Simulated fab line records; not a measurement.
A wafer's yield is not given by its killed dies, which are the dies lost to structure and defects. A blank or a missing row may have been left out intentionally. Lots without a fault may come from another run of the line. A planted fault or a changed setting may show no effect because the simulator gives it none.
fab line records	flow n5Finfet	part 1 of 2: steps 1 to 26 of 38
[record] lots = 5	wafers = 15	lastDay = 18
route steps=1938 shown BEOL_M12@1648 BEOL_M13@1659
lots that met no fault: taken from a fault-free run of the same line
startH: hours from the record's opening day to when the first of the lot's shown wafers began	waitH: hours elapsed since this lot's preceding step	" the same as in the row above	L1.1+2: several wafers, shown together as one row	- no value, or no start was given	* or withheld: withheld	< > ~ a bound
route shown NAME@n: names a module that has steps shown in the file, with the first one's number in the route	usual: mean and standard deviation over wafers with no fault	same: alike in all rows	chamber/n: place in a boat	sites: per-site readings	_std_site: the values' standard deviation	_edge_site: mean of outer sites minus mean of inner sites	radiusMm: how far each site lies from the wafer's centre	mask NAME#n: copy n	behind: the most recent tool/chamber to have shaped the wafer	hold: reason for holding the lot/hours on hold/outcome of the hold	device: the n, p or np transistor that did not switch	end of line: tests of these same wafers at the route's end	a step with no rows: only its recipe	killed: not the wafer's yield, but the dies lost to structure and defects at the first sort	map: dies across one wafer; x = killed, . = not, _ = none there
set.NAME: the setting that was run; set.NAME@STEP: the one run at that earlier step	model.NAME: the simulator's own value behind a step, which no gauge read
lots seen at some steps along the route; tables by step, rows by wafer
services: the hour from which a tool's chamber was out of use, counted from the record's first day as startH (under 0 if before that day), plus the number of hours and why
[[steps]]
[step N5_BEOL_M12_SPUTTER_43]
[recipe] material = TaN	targetThkA = 150	tempC = 50	biasV = 168.6	powerW = 15000	chamberPressurePa = 0.12	timeS = 24.19
[usual] throttleValvePct = 30.8/0.78
lot.wafer	tool	chamber	startH	waitH	throttleValvePct
L076.2	pvdSputter-02	-	233.73	0.0	31.4
L076.5	"	-	"	"	30.1
L076.6	"	-	"	"	32.3
L088.3	pvdSputter-03	-	314.05	0.0	30.0
L088.5	"	-	"	"	30.6
L088.6	"	-	"	"	31.1
L091.2	pvdSputter-01	-	322.81	0.0	32.2
L091.3	"	-	"	"	30.8
L091.6	"	-	"	"	30.6
L094.2	pvdSputter-02	-	352.27	0.0	32.1
L094.3	"	-	"	"	31.1
L094.6	"	-	"	"	30.1
L097.2	pvdSputter-03	-	383.74	0.0	29.5
L097.4	"	-	"	"	31.1
L097.6	"	-	"	"	30.3
[step N5_BEOL_M12_SPUTTER_44]
[recipe] material = Ta	targetThkA = 100	tempC = 50	biasV = 80	powerW = 15000	chamberPressurePa = 0.07	timeS = 16.13
[usual] throttleValvePct = 30.7/0.74
lot.wafer	tool	chamber	startH	waitH	throttleValvePct
L076.2	pvdSputter-02	-	233.81	0.0	31.1
L076.5	"	-	"	"	30.3
L076.6	"	-	"	"	32.3
L088.3	pvdSputter-03	-	314.13	0.0	30.0
L088.5	"	-	"	"	30.8
L088.6	"	-	"	"	31.3
L091.2	pvdSputter-01	-	322.89	0.0	31.8
L091.3	"	-	"	"	30.6
L091.6	"	-	"	"	30.5
L094.2	pvdSputter-02	-	352.35	0.0	32.2
L094.3	"	-	"	"	31.3
L094.6	"	-	"	"	30.3
L097.2	pvdSputter-03	-	383.82	0.0	29.2
L097.4	"	-	"	"	31.1
L097.6	"	-	"	"	30.1
[step N5_BEOL_M12_SPUTTER_45]
[recipe] material = Cu	targetThkA = 800	tempC = -20	biasV = 60	powerW = 26000	chamberPressurePa = 0.13	timeS = 13.33
[usual] throttleValvePct = 30.7/0.78
lot.wafer	tool	chamber	startH	waitH	throttleValvePct
L076.2	pvdSputter-02	-	233.89	0.0	31.2
L076.5	"	-	"	"	30.1
L076.6	"	-	"	"	32.0
L088.3	pvdSputter-03	-	314.21	0.0	30.1
L088.5	"	-	"	"	30.6
L088.6	"	-	"	"	31.2
L091.2	pvdSputter-01	-	322.97	0.0	31.5
L091.3	"	-	"	"	30.7
L091.6	"	-	"	"	30.4
L094.2	pvdSputter-02	-	352.43	0.0	32.0
L094.3	"	-	"	"	30.9
L094.6	"	-	"	"	30.1
L097.2	pvdSputter-03	-	383.90	0.0	29.4
L097.4	"	-	"	"	31.0
L097.6	"	-	"	"	30.0
[step N5_BEOL_M12_ECD_47]
[recipe] material = Cu	targetThkA = 7200
lot.wafer	tool	chamber	startH	waitH
L076.2+5+6	ecdCu-02	0,1,0	234.00	0.1
L088.3+5+6	ecdCu-01	0,0,1	314.46	0.2
L091.2+3+6	ecdCu-02	0,1,0	323.08	0.1
L094.2+3+6	ecdCu-01	1,0,0	352.55	0.1
L097.2+4+6	ecdCu-01	0,1,0	384.05	0.1
[step N5_BEOL_M12_ANNEAL_48]
[recipe] tempC = 225	timeS = 90	ambient = N2
[usual] wafer_temp_C_max = 225.81/0.29
lot.wafer	tool	chamber	startH	waitH	wafer_temp_C_max
L076.2	rtpAnneal-02	0	234.19	0.1	225.64
L076.5	"	0	"	"	225.97
L076.6	"	0	"	"	225.74
L088.3	rtpAnneal-02	0	315.25	0.8	225.84
L088.5	"	0	"	"	225.55
L088.6	"	0	"	"	225.77
L091.2	rtpAnneal-01	0	323.27	0.1	225.84
L091.3	"	0	"	"	225.85
L091.6	"	0	"	"	226.15
L094.2	rtpAnneal-01	0	353.20	0.6	225.82
L094.3	"	0	"	"	225.87
L094.6	"	0	"	"	225.61
L097.2	rtpAnneal-02	0	385.09	1.0	225.74
L097.4	"	0	"	"	225.64
L097.6	"	0	"	"	225.81
[step N5_BEOL_M12_CMP_49]
[recipe] stopOn = SiOC	tOverpolishS = 20.6	downForcePsi = 1	platenRpm = 50	clearingPlatenDownForcePsi = 1.5	clearingPlatenRpm = 50	postCmpClean = cuAlkaline	targetThkNm = 320	clearingPlatenPadVelocityMS = 0.99484	padVelocityMS = 0.99484
[usual] barrierFieldEndpointS = 30.1/0.66	motorCurrentA = 6.3/0.37	overpolishRunS = 20.600/0.009	slurryFlowMlMin = 149.9/0.51
lot.wafer	tool	chamber	startH	waitH	barrierFieldEndpointS	motorCurrentA	overpolishRunS	slurryFlowMlMin
L076.2	cmp-02	0	234.52	0.3	30.0	6.8	20.608	150.0
L076.5	"	2	"	"	30.4	6.6	20.581	149.4
L076.6	"	3	"	"	28.4	5.9	20.612	149.9
L088.3	cmp-04	2	315.49	0.2	30.3	6.5	20.607	149.8
L088.5	"	1	"	"	30.4	6.0	20.596	150.3
L088.6	"	2	"	"	31.1	6.4	20.595	149.8
L091.2	cmp-02	2	323.54	0.2	29.9	6.8	20.617	150.1
L091.3	"	3	"	"	29.1	6.0	20.609	149.6
L091.6	"	3	"	"	29.0	6.3	20.604	150.5
L094.2	cmp-01	0	353.52	0.3	30.6	6.6	20.617	150.5
L094.3	"	1	"	"	30.5	6.0	20.604	150.7
L094.6	"	3	"	"	30.4	6.0	20.599	150.2
L097.4	cmp-01	2	385.79	0.6	30.8	6.2	20.614	149.6
L097.2	"	1	"	"	31.4	6.5	20.599	149.9
L097.6	"	2	"	"	30.6	6.2	20.596	150.0
[step N5_BEOL_M12_THK_MEAS_50]
[recipe] thkMeasGauge = xrf	reads = Cu_of_BEOL_M12_ECD_47
[usual] M12_THK = 315/4
lot.wafer	tool	chamber	startH	waitH	M12_THK[nm]
L076.2	filmMetro-01	-	234.74	-	312
L076.5	"	-	"	"	310
L076.6	"	-	"	"	314
L088.3	filmMetro-02	-	315.75	-	309
L088.5	"	-	"	"	311
L088.6	"	-	"	"	306
L091.2	filmMetro-01	-	323.84	-	310
L091.3	"	-	"	"	315
L091.6	"	-	"	"	314
L094.2	filmMetro-02	-	353.74	-	315
L094.3	"	-	"	"	316
L094.6	"	-	"	"	314
L097.2	filmMetro-01	-	386.08	-	319
L097.4	"	-	"	"	314
L097.6	"	-	"	"	316
[step N5_BEOL_M12_PRE_CLEAN_52]
[recipe] gas = NH3	timeS = 15	tempC = withheld	rfPowerW = 300
lot.wafer	tool	chamber	startH	waitH
L076.2+5+6	pecvd-02	1,0,1	234.78	0.0
L088.3+5+6	pecvd-02	2,2,0	315.79	0.0
L091.2+3+6	pecvd-04	1,2,0	323.87	0.0
L094.2+3+6	pecvd-02	1,2,2	353.78	0.0
L097.2+4+6	pecvd-04	0,0,1	386.12	0.0
[step N5_BEOL_M12_DEP_53]
[recipe] material = SiCN	targetThkA = 300	tempC = withheld	precursor = 3MS/NH3	pressureTorr = 3	rfW = 675	timeS = 10.5
[usual] showerheadPlenumPTorr = 4.166/0.019	throttleValvePct = 18.4/0.68
lot.wafer	tool	chamber	startH	waitH	showerheadPlenumPTorr	throttleValvePct
L076.2	pecvd-02	1	234.80	0.0	4.187	17.3
L076.5	"	0	"	"	4.191	18.5
L076.6	"	1	"	"	4.185	17.3
L088.3	pecvd-02	2	315.81	0.0	4.152	18.2
L088.5	"	2	"	"	4.159	17.9
L088.6	"	0	"	"	4.193	18.6
L091.2	pecvd-04	1	323.90	0.0	4.159	18.3
L091.3	"	2	"	"	4.132	18.7
L091.6	"	0	"	"	4.153	18.7
L094.2	pecvd-02	1	353.80	0.0	4.193	17.1
L094.3	"	2	"	"	4.162	18.1
L094.6	"	2	"	"	4.163	18.2
L097.2	pecvd-04	0	386.14	0.0	4.150	18.6
L097.4	"	0	"	"	4.154	18.7
L097.6	"	1	"	"	4.154	18.3
[step N5_BEOL_M12_RS_MEAS_54]
[recipe] thkMeasGauge = four-point-probe	reads = Cu_of_BEOL_M12_ECD_47+Ta_of_BEOL_M12_SPUTTER_44+TaN_of_BEOL_M12_SPUTTER_43
[usual] M12_RS = 0.0599/0.00071
lot.wafer	tool	chamber	startH	waitH	M12_RS[ohm/sq]
L076.2	filmMetro-02	-	234.87	0.0	0.0607
L076.5	"	-	"	"	0.0612
L076.6	"	-	"	"	0.0601
L088.3	filmMetro-02	-	315.88	0.0	0.0605
L088.5	"	-	"	"	0.0602
L088.6	"	-	"	"	0.0611
L091.2	filmMetro-01	-	323.96	0.0	0.0606
L091.3	"	-	"	"	0.0598
L091.6	"	-	"	"	0.0594
L094.2	filmMetro-01	-	353.87	0.0	0.0599
L094.3	"	-	"	"	0.0597
L094.6	"	-	"	"	0.0603
L097.2	filmMetro-02	-	386.21	0.0	0.0590
L097.4	"	-	"	"	0.0600
L097.6	"	-	"	"	0.0597
[step N5_BEOL_M12_INSPECT_55]
[recipe] inspectInstrument = darkfield	mode = postDep
[usual] rawDefectCount = 70/23
lot.wafer	tool	chamber	startH	waitH	rawDefectCount
L076.2	defectInspect-01	-	234.89	0.0	101
L076.5	"	-	"	"	66
L076.6	"	-	"	"	63
L088.3	defectInspect-01	-	315.90	0.0	72
L088.5	"	-	"	"	59
L088.6	"	-	"	"	90
L091.2	defectInspect-01	-	323.99	0.0	85
L091.3	"	-	"	"	48
L091.6	"	-	"	"	42
L094.2	defectInspect-01	-	353.89	0.0	51
L094.3	"	-	"	"	49
L094.6	"	-	"	"	64
L097.2	defectInspect-02	-	386.23	0.0	79
L097.4	"	-	"	"	97
L097.6	"	-	"	"	84
[step N5_BEOL_M13_ILD_DEP_00]
[recipe] material = SiOC	targetThkA = 8379.2	tempC = 350	precursor = DEMS/O2	pressureTorr = 5	rfW = 500	timeS = 166.4
[usual] heaterPowerW = 480/73	showerheadPlenumPTorr = 5.699/0.012	throttleValvePct = 12.1/0.52
lot.wafer	tool	chamber	startH	waitH	heaterPowerW	showerheadPlenumPTorr	throttleValvePct
L076.2	pecvd-01	1	234.93	0.0	536	5.696	12.3
L076.5	"	1	"	"	619	5.691	12.3
L076.6	"	0	"	"	446	5.680	11.7
L088.3	pecvd-01	0	315.94	0.0	484	5.686	11.8
L088.5	"	0	"	"	521	5.688	11.8
L088.6	"	1	"	"	584	5.696	12.3
L091.2	pecvd-02	0	324.02	0.0	497	5.709	12.3
L091.3	"	2	"	"	537	5.692	12.1
L091.6	"	0	"	"	555	5.708	12.3
L094.2	pecvd-03	2	353.93	0.0	387	5.703	12.1
L094.3	"	1	"	"	460	5.700	12.3
L094.6	"	1	"	"	505	5.704	11.7
L097.2	pecvd-02	2	386.27	0.0	419	5.685	11.8
L097.4	"	1	"	"	425	5.706	11.6
L097.6	"	0	"	"	483	5.722	11.9
[step N5_BEOL_M13_THK_MEAS_01]
[recipe] reads = SiOC_of_BEOL_M13_ILD_DEP_00
[usual] M13_ILD_THK = 837/10
lot.wafer	tool	chamber	startH	waitH	M13_ILD_THK[nm]
L076.2	filmMetro-01	-	235.14	0.2	828
L076.5	"	-	"	"	837
L076.6	"	-	"	"	843
L088.3	filmMetro-02	-	316.09	0.1	851
L088.5	"	-	"	"	856
L088.6	"	-	"	"	847
L091.2	filmMetro-01	-	324.17	0.1	834
L091.3	"	-	"	"	834
L091.6	"	-	"	"	855
L094.2	filmMetro-01	-	354.08	0.1	826
L094.3	"	-	"	"	824
L094.6	"	-	"	"	837
L097.2	filmMetro-02	-	386.42	0.1	830
L097.4	"	-	"	"	845
L097.6	"	-	"	"	843
[step N5_BEOL_M13_COAT_58]
[recipe] resist = BARC	tempC = 205	timeS = 60	spinRpm = 1500	resistThkNm = 89
lot.wafer	tool	chamber	startH	waitH
L076.2+5+6	lithoTrack-03	0	235.17	0.0
L088.3+5+6	lithoTrack-04	0	316.12	0.0
L091.2+3+6	lithoTrack-04	0	324.21	0.0
L094.2+3+6	lithoTrack-04	0	354.11	0.0
L097.2+4+6	lithoTrack-04	0	386.45	0.0
[step N5_BEOL_M13_COAT_04]
[recipe] spinRpm = 1625	resistThkNm = 400
lot.wafer	tool	chamber	startH	waitH
L076.2+5+6	lithoTrack-03	0	-	-
L088.3+5+6	lithoTrack-04	0	-	-
L091.2+3+6	lithoTrack-04	0	-	-
L094.2+3+6	lithoTrack-04	0	-	-
L097.2+4+6	lithoTrack-04	0	-	-
[step N5_BEOL_M13_EBR_06]
[recipe] solvent = PGMEA	ebrWidthMm = 1.5
lot.wafer	tool	chamber	startH	waitH
L076.2+5+6	lithoTrack-03	0	-	-
L088.3+5+6	lithoTrack-04	0	-	-
L091.2+3+6	lithoTrack-04	0	-	-
L094.2+3+6	lithoTrack-04	0	-	-
L097.2+4+6	lithoTrack-04	0	-	-
[step N5_BEOL_M13_SOFTBAKE_05]
[recipe] tempC = 130	timeS = 60
lot.wafer	tool	chamber	startH	waitH
L076.2+5+6	lithoTrack-03	0	-	-
L088.3+5+6	lithoTrack-04	0	-	-
L091.2+3+6	lithoTrack-04	0	-	-
L094.2+3+6	lithoTrack-04	0	-	-
L097.2+4+6	lithoTrack-04	0	-	-
[step N5_BEOL_M13_EXPOSE_07]
[recipe] maskId = V12	na = 0.93	sourceShape = conventional	sigmaOuter = 0.6	polarization = unpolarized	attpsmPhaseDeg = 180	doseMj = 24.8
lot.wafer	tool	chamber	startH	waitH	mask
L076.2+5+6	krfScanner-01	0	235.40	-	V12#0
L088.3+5+6	krfScanner-02	0	316.23	-	V12#0
L091.2+3+6	krfScanner-02	0	324.31	-	V12#0
L094.2+3+6	krfScanner-01	0	354.34	-	V12#0
L097.2+4+6	krfScanner-01	0	386.68	-	V12#0
[step N5_BEOL_M13_PEB_08]
[recipe] pebTempC = 130	pebTimeS = 90
lot.wafer	tool	chamber	startH	waitH
L076.2+5+6	lithoTrack-03	0	235.45	0.0
L088.3+5+6	lithoTrack-04	0	316.28	0.0
L091.2+3+6	lithoTrack-04	0	324.36	0.0
L094.2+3+6	lithoTrack-02	0	354.39	0.0
L097.2+4+6	lithoTrack-03	0	386.73	0.0
[step N5_BEOL_M13_DEVELOP_09]
[recipe] developTimeS = 45	rinseLiquid = diw	dry = airSpin	devTempC = 21
lot.wafer	tool	chamber	startH	waitH
L076.2+5+6	lithoTrack-03	0	-	-
L088.3+5+6	lithoTrack-04	0	-	-
L091.2+3+6	lithoTrack-04	0	-	-
L094.2+3+6	lithoTrack-02	0	-	-
L097.2+4+6	lithoTrack-03	0	-	-
[step N5_BEOL_M13_HARDBAKE_14]
[recipe] tempC = 130	timeS = 120
lot.wafer	tool	chamber	startH	waitH
L076.2+5+6	lithoTrack-03	0	-	-
L088.3+5+6	lithoTrack-04	0	-	-
L091.2+3+6	lithoTrack-04	0	-	-
L094.2+3+6	lithoTrack-02	0	-	-
L097.2+4+6	lithoTrack-03	0	-	-
[step N5_BEOL_M13_CD_MEAS_10]
[recipe] targetCdNm = 190	landingEnergyEv = 500	detector = seInlens	polarity = opening
[usual] cdNm = 190.3/1
lot.wafer	tool	chamber	startH	waitH	cdNm
L076.2	cdSem-03	0	235.57	-	191.7
L076.5	"	0	"	"	190.3
L076.6	"	0	"	"	191.2
L088.3	cdSem-02	0	316.40	-	190.7
L088.5	"	0	"	"	190.4
L088.6	"	0	"	"	191.0
L091.2	cdSem-02	0	324.48	-	191.4
L091.3	"	0	"	"	191.5
L091.6	"	0	"	"	190.9
L094.2	cdSem-01	0	354.51	-	190.1
L094.3	"	0	"	"	190.8
L094.6	"	0	"	"	189.7
L097.2	cdSem-02	0	386.85	-	191.8
L097.4	"	0	"	"	190.9
L097.6	"	0	"	"	190.6
[step N5_BEOL_M13_OVL_MEAS_11]
[recipe] pointsPerWafer = 44
[usual] V12_OVL = -1/5.9
lot.wafer	tool	chamber	startH	waitH	V12_OVL[nm]
L076.2	overlay-02	0	235.60	0.0	-1
L076.5	"	0	"	"	-8
L076.6	"	0	"	"	0
L088.3	overlay-01	0	316.42	0.0	4
L088.5	"	0	"	"	7
L088.6	"	0	"	"	4
L091.2	overlay-02	0	324.51	0.0	6
L091.3	"	0	"	"	-4
L091.6	"	0	"	"	7
L094.2	overlay-01	0	354.54	0.0	-4
L094.3	"	0	"	"	-4
L094.6	"	0	"	"	-4
L097.2	overlay-02	0	386.88	0.0	-3
L097.4	"	0	"	"	-4
L097.6	"	0	"	"	-2
[step N5_BEOL_M13_INSPECT_12]
[recipe] mode = adi	inspectInstrument = macro
[usual] rawDefectCount = 2.1/1.4
lot.wafer	tool	chamber	startH	waitH	rawDefectCount
L076.2	defectInspect-02	-	235.62	0.0	3
L076.5	"	-	"	"	5
L076.6	"	-	"	"	2
L088.3	defectInspect-01	-	316.45	0.0	2
L088.5	"	-	"	"	1
L088.6	"	-	"	"	0
L091.2	defectInspect-02	-	324.53	0.0	4
L091.3	"	-	"	"	3
L091.6	"	-	"	"	1
L094.2	defectInspect-02	-	354.56	0.0	3
L094.3	"	-	"	"	1
L094.6	"	-	"	"	4
L097.2	defectInspect-01	-	386.90	0.0	3
L097.4	"	-	"	"	5
L097.6	"	-	"	"	2
[step N5_BEOL_M13_DESCUM_15]
[recipe] chemistry = O2	timeS = 7.9	sourcePowerW = 50	biasPowerW = 20	pressureMtorr = 20	rfFrequencyHz = 2.712e+07	tempC = 40	o2FlowSccm = 225
[usual] drypumpMotorCurrentA = 5.6/0.34	oesProductAu = 0.76/0.08	rfVppV = 242.8/1.4	showerheadPlenumPTorr = 2.08/0.067	throttleValvePct = 20.48/0.27
lot.wafer	tool	chamber	startH	waitH	drypumpMotorCurrentA	oesProductAu	rfHoursCounterH	rfVppV	showerheadPlenumPTorr	throttleValvePct
L076.2	rieDiel-06	2	235.66	0.0	5.9	0.70	221	243.4	2.16	20.54
L076.5	"	0	"	"	5.7	0.98	-	245.5	2.14	19.99
L076.6	"	3	"	"	5.2	0.73	-	243.4	2.17	20.25
L088.3	rieDiel-05	3	316.73	0.3	5.7	0.78	131	241.7	2.02	20.25
L088.5	"	3	"	"	5.6	0.78	-	241.1	2.02	20.25
L088.6	"	0	"	"	5.9	0.69	-	244.0	2.15	20.91
L091.2	rieDiel-05	0	324.57	0.0	6.0	0.69	240	243.4	2.14	20.93
L091.3	"	1	"	"	5.5	0.68	231	241.6	1.98	20.63
L091.6	"	0	"	"	6.0	0.69	-	244.0	2.15	20.91
L094.2	rieDiel-05	3	354.60	0.0	5.7	0.76	142	241.1	2.01	20.28
L094.3	"	2	"	"	5.1	0.81	100	243.3	2.10	20.35
L094.6	"	3	"	"	5.6	0.78	-	242.2	2.01	20.28
L097.2	rieDiel-05	2	386.94	0.0	5.1	0.79	110	245.3	2.09	20.34
L097.4	"	1	"	"	5.5	0.67	-	241.2	1.98	20.67
L097.6	"	2	"	"	5.1	0.80	-	243.2	2.10	20.37
[step N5_BEOL_M13_ETCH_59]
[recipe] chemistry = N2/H2	target = BARC	targetDepthA = 890	overetchA = 267	timeS = 67.9	ionEnergyEv = 200	pressureMtorr = 30	sourceW = 840	biasW = 150	n2FlowSccm = 200	h2FlowSccm = 200
[usual] drypumpMotorCurrentA = 5.6/0.33	oesProductAu = 0.65/0.065	rfVppV = 523.2/2.6	showerheadPlenumPTorr = 2.52/0.085	throttleValvePct = 17.89/0.28
lot.wafer	tool	chamber	startH	waitH	drypumpMotorCurrentA	oesProductAu	rfHoursCounterH	rfVppV	showerheadPlenumPTorr	throttleValvePct
L076.2	rieDiel-06	2	235.69	0.0	5.9	0.60	221	525.6	2.62	17.93
L076.5	"	0	"	"	5.8	0.83	-	525.6	2.62	17.46
L076.6	"	3	"	"	5.2	0.63	-	527.5	2.64	17.65
L088.3	rieDiel-05	3	316.77	0.0	5.6	0.67	131	519.7	2.45	17.66
L088.5	"	3	"	"	5.6	0.68	-	520.8	2.45	17.63
L088.6	"	0	"	"	6.0	0.60	-	525.6	2.61	18.38
L091.2	rieDiel-05	0	324.60	0.0	6.0	0.60	240	525.6	2.61	18.38
L091.3	"	1	"	"	5.5	0.57	231	520.6	2.40	18.14
L091.6	"	0	"	"	6.0	0.59	-	526.6	2.61	18.37
L094.2	rieDiel-05	3	354.63	0.0	5.7	0.67	142	521.2	2.44	17.65
L094.3	"	2	"	"	5.1	0.68	100	522.3	2.55	17.72
L094.6	"	3	"	"	5.6	0.67	-	521.2	2.44	17.65
L097.2	rieDiel-05	2	386.97	0.0	5.1	0.68	110	523.5	2.55	17.75
L097.4	"	1	"	"	5.5	0.57	-	519.6	2.40	18.16
L097.6	"	2	"	"	5.1	0.69	-	523.4	2.55	17.75
